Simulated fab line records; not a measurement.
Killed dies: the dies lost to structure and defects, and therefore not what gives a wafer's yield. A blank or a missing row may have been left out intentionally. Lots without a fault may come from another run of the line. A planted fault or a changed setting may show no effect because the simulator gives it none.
Chamber matching || flow nand harc || NHARC_P_CONTACT_CMP_01 on cmp-01: 4 sister chambers
The step polishes SiO2, target thk 200 nm. 8 wafers are shown with their chamber, then 7 later ones without.

## WAFERS PAIRED WITH THEIR CHAMBERS
{"wafer": "L074.1", "chamber": 2, "motor current A (A)": 12.6}
{"wafer": "L081.2", "chamber": 0, "motor current A (A)": 12.6}
{"wafer": "L081.4", "chamber": 2, "motor current A (A)": 12.6}
{"wafer": "L085.1", "chamber": 1, "motor current A (A)": 13.2}
{"wafer": "L085.2", "chamber": 3, "motor current A (A)": 11.8}
{"wafer": "L085.3", "chamber": 0, "motor current A (A)": 12.3}
{"wafer": "L087.1", "chamber": 3, "motor current A (A)": 11.3}
{"wafer": "L087.2", "chamber": 1, "motor current A (A)": 13.9}

## WAFERS MISSING THEIR CHAMBER
{"wafer": "L087.6", "motor current A (A)": 12.2}
{"wafer": "L090.2", "motor current A (A)": 13.1}
{"wafer": "L090.5", "motor current A (A)": 11.5}
{"wafer": "L090.6", "motor current A (A)": 13.1}
{"wafer": "L094.2", "motor current A (A)": 11.9}
{"wafer": "L094.4", "motor current A (A)": 13.7}
{"wafer": "L094.5", "motor current A (A)": 12.8}

## THE CHAMBER EACH PASSED THROUGH
{"wafer": "L087.6", "from the rows above": "can't be placed: 0 or 2 or 3", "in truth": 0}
{"wafer": "L090.2", "from the rows above": "can't be placed: 1 or 2 or 0", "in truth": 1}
{"wafer": "L090.5", "from the rows above": 3, "in truth": 3}
{"wafer": "L090.6", "from the rows above": "can't be placed: 1 or 2 or 0", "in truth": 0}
{"wafer": "L094.2", "from the rows above": "can't be placed: 3 or 0 or 2", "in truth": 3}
{"wafer": "L094.4", "from the rows above": 1, "in truth": 1}
{"wafer": "L094.5", "from the rows above": "can't be placed: 2 or 0 or 1", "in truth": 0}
Placed correctly: 2 of 7. These rows do not allow placing 5 (true chamber among the candidates in 5). Placed wrongly: 0.
How it was worked out, from the rows above alone: a wafer's distance from a chamber is the root of the sum, over the readings, of the square of ((its reading less the chamber's mean) divided by the reading's scatter). The wafer belongs to the nearest chamber; if the next one is less than 2 further off, it can't be placed. A chamber's mean is the mean of its shown wafers. The scatter is the square root of a quotient: the sum, over the shown wafers, of each reading's squared deviation from its chamber's mean, divided by wafers minus chambers.
